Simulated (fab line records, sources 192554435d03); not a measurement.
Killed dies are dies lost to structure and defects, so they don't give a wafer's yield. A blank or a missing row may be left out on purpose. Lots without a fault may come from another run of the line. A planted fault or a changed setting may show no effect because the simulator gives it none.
Chamber matching | flow n5_finfet | N5_BEOL_M1_ILD_DEP_00 on pecvd-02: 3 sister chambers
The step deposits SiOC from DEMS/O2, target thk 79 nm, time 15.3 s. 3 wafers are shown with their chamber, then 11 later ones without.

WAFERS WITH THEIR CHAMBER
wafer  | chamber | throttle_valve_pct (%)
L086.2 | 2       | 11.0
L086.3 | 0       | 12.9
L087.1 | 1       | 11.7

WAFERS WITHOUT THEIR CHAMBER
wafer  | throttle_valve_pct (%)
L087.2 | 12.7
L087.6 | 12.8
L091.3 | 11.2
L091.4 | 11.7
L091.6 | 10.7
L093.1 | 11.1
L093.2 | 12.9
L093.4 | 11.1
L094.1 | 11.0
L094.2 | 11.6
L094.3 | 12.7

WHICH CHAMBER EACH WENT THROUGH
wafer  | from the rows above     | in truth
L087.2 | 0                       | 0
L087.6 | 0                       | 0
L091.3 | can't be placed: 2 or 1 | 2
L091.4 | 1                       | 1
L091.6 | 2                       | 2
L093.1 | 2                       | 2
L093.2 | 0                       | 0
L093.4 | 2                       | 2
L094.1 | 2                       | 2
L094.2 | 1                       | 1
L094.3 | 0                       | 0
Placed correctly: 10 of 11. Can't be placed from these rows: 1 (the true chamber is among the candidates in 1). Placed wrongly: 0.
How it was worked out, from the rows above alone: a wafer's distance from a chamber is the root of the sum, over the readings, of the square of ((its reading less the chamber's mean) divided by the reading's scatter). The wafer belongs to the nearest chamber; if the next one is less than 2 further off, it can't be placed. A chamber's mean is the mean of its shown wafers. The scatter: with one shown wafer a chamber, the root of the mean of the squares of how far each hidden wafer lies from its nearest shown one.
